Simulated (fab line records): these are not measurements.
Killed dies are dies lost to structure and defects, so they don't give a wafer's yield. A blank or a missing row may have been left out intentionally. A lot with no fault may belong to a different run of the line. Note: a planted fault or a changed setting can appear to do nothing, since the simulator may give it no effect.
Matching of chambers    flow n5 finfet    N5_BEOL_M10_DESCUM_33 on rie diel-01 has 4 sister chambers
The step chemistry O2, time 7.9 s. 4 wafers are shown with their chamber, then 7 later ones without.

== EACH WAFER AND ITS CHAMBER ==
wafer   chamber  drypump motor current A (A)
L084.3  2        5.2
L084.5  1        5.8
L087.2  3        6.6
L087.3  0        6.4

== WAFERS WHOSE CHAMBER IS MISSING ==
wafer   drypump motor current A (A)
L087.5  6.6
L093.3  6.6
L093.4  6.3
L093.6  5.2
L094.1  5.8
L094.5  6.6
L094.6  5.2

== THE CHAMBER EACH PASSED THROUGH ==
wafer   from the rows above  in truth
L087.5  3                    3
L093.3  3                    3
L093.4  0                    0
L093.6  2                    2
L094.1  1                    1
L094.5  3                    3
L094.6  2                    2
Correct placement for 7 of the 7. Not placeable from these rows: 0. Number placed wrongly: 0.
How it was worked out, from the rows above alone: a wafer's distance from a chamber is the root of the sum, over the readings, of the square of ((its reading less the chamber's mean) divided by the reading's scatter). If the next closest chamber is less than 2 further off than the closest, the wafer can't be placed; otherwise it belongs to the closest. For every chamber, the mean is computed from those of its wafers that are shown. The scatter (one wafer shown for each chamber): square how far every hidden wafer sits from the nearest shown wafer, average those squares and take the square root.
